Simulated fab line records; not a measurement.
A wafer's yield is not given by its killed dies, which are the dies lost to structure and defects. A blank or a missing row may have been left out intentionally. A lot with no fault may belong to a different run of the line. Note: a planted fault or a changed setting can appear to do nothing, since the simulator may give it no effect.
Chamber matching :: flow nand harc :: NHARC_A_CHANNEL_FILL_D2_ALD_16 on ald hk-02: 4 sister chambers
The step deposits SiO2, target thk 1.5 nm, pulse time 10 s, ald cycles 15. 4 wafers are shown with their chamber, then 8 later ones without.

## WAFERS PAIRED WITH THEIR CHAMBERS
wafer: L086.5
chamber: 2
heater power w (W): 419

wafer: L087.2
chamber: 0
heater power w (W): 528

wafer: L087.3
chamber: 1
heater power w (W): 478

wafer: L091.3
chamber: 3
heater power w (W): 524

## WAFERS WHOSE CHAMBER IS MISSING
wafer: L091.4
heater power w (W): 409

wafer: L091.6
heater power w (W): 475

wafer: L095.1
heater power w (W): 531

wafer: L095.4
heater power w (W): 530

wafer: L095.6
heater power w (W): 410

wafer: L094.2
heater power w (W): 536

wafer: L094.3
heater power w (W): 528

wafer: L094.4
heater power w (W): 483

## THE CHAMBER EACH PASSED THROUGH
wafer: L091.4
from the rows above: 2
in truth: 2

wafer: L091.6
from the rows above: 1
in truth: 1

wafer: L095.1
from the rows above: can't be placed: 0 or 3
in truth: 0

wafer: L095.4
from the rows above: can't be placed: 0 or 3
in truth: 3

wafer: L095.6
from the rows above: 2
in truth: 2

wafer: L094.2
from the rows above: can't be placed: 0 or 3
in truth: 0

wafer: L094.3
from the rows above: can't be placed: 0 or 3
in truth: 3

wafer: L094.4
from the rows above: 1
in truth: 1
Placed correctly: 4 of 8. Unplaceable from these rows: 4, with the true chamber sitting among the candidates in 4. 0 placed wrongly.
How it was worked out, from the rows above alone: a wafer's distance from a chamber is the root of the sum, over the readings, of the square of ((its reading less the chamber's mean) divided by the reading's scatter). The wafer belongs to the nearest chamber; if the next one is less than 2 further off, it can't be placed. The mean given for a chamber averages the wafers shown for that chamber. The scatter: with one shown wafer a chamber, the root of the mean of the squares of how far each hidden wafer lies from its nearest shown one.
